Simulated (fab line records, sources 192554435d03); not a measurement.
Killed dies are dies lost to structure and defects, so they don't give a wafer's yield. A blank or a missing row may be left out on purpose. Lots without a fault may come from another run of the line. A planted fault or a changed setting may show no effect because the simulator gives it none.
Chamber matching | flow n5_finfet | N5_BEOL_M2_ETCH_74 on rie_diel-03: 4 sister chambers
The step etches underlayer in N2/H2, target depth 6.5 nm, time 5.2 s. 16 wafers are shown with their chamber, then 8 later ones without.

WAFERS WITH THEIR CHAMBER
wafer  | chamber | showerhead_plenum_p_Torr (Torr) | drypump_motor_current_A (A) | throttle_valve_pct (%)
L077.1 | 1       | 2.50                            | 5.5                         | 18.33
L077.4 | 3       | 2.52                            | 5.3                         | 17.83
L077.5 | 1       | 2.50                            | 5.5                         | 18.34
L082.2 | 2       | 2.70                            | 5.8                         | 17.74
L082.4 | 1       | 2.50                            | 5.5                         | 18.36
L082.5 | 2       | 2.70                            | 5.8                         | 17.79
L083.4 | 2       | 2.70                            | 5.8                         | 17.79
L083.5 | 1       | 2.50                            | 5.4                         | 18.31
L083.6 | 0       | 2.43                            | 5.7                         | 18.18
L085.2 | 1       | 2.50                            | 5.5                         | 18.38
L085.3 | 3       | 2.51                            | 5.3                         | 17.85
L085.5 | 3       | 2.51                            | 5.3                         | 17.83
L089.1 | 1       | 2.49                            | 5.5                         | 17.93
L089.3 | 0       | 2.43                            | 5.7                         | 18.22
L089.4 | 2       | 2.69                            | 5.8                         | 17.81
L095.3 | 2       | 2.69                            | 5.8                         | 17.83

SIGNATURES (means of the wafers above)
reading                  | chamber 0 | chamber 1 | chamber 2 | chamber 3 | scatter within a chamber
showerhead_plenum_p_Torr | 2.4300    | 2.4983    | 2.6960    | 2.5133    | 0.00474
drypump_motor_current_A  | 5.700     | 5.483     | 5.800     | 5.300     | 0.0264
throttle_valve_pct       | 18.2000   | 18.2750   | 17.7920   | 17.8367   | 0.112
Rule: a wafer's distance from a chamber is the root of the sum, over the readings, of the square of ((its reading less the chamber's mean) divided by the reading's scatter). The wafer belongs to the nearest chamber; if the next one is less than 2 further off, it can't be placed. The scatter: the root of (the sum of the squares of (reading less its chamber's mean) over the shown wafers, divided by (wafers less chambers)).

WAFERS WITHOUT THEIR CHAMBER
wafer  | showerhead_plenum_p_Torr (Torr) | drypump_motor_current_A (A) | throttle_valve_pct (%)
L095.4 | 2.69                            | 5.8                         | 17.83
L095.6 | 2.42                            | 5.7                         | 18.25
L096.2 | 2.69                            | 5.8                         | 17.83
L096.4 | 2.69                            | 5.8                         | 17.83
L096.6 | 2.49                            | 5.5                         | 17.98
L097.1 | 2.49                            | 5.4                         | 17.99
L097.2 | 2.42                            | 5.7                         | 18.27
L097.6 | 2.49                            | 5.4                         | 17.96

WHICH CHAMBER EACH WENT THROUGH
wafer  | from the rows above     | in truth
L095.4 | 2                       | 2
L095.6 | 0                       | 0
L096.2 | 2                       | 2
L096.4 | 2                       | 2
L096.6 | 1                       | 1
L097.1 | can't be placed: 1 or 3 | 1
L097.2 | 0                       | 0
L097.6 | can't be placed: 1 or 3 | 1
Placed correctly: 6 of 8. Can't be placed from these rows: 2 (the true chamber is among the candidates in 2). Placed wrongly: 0.
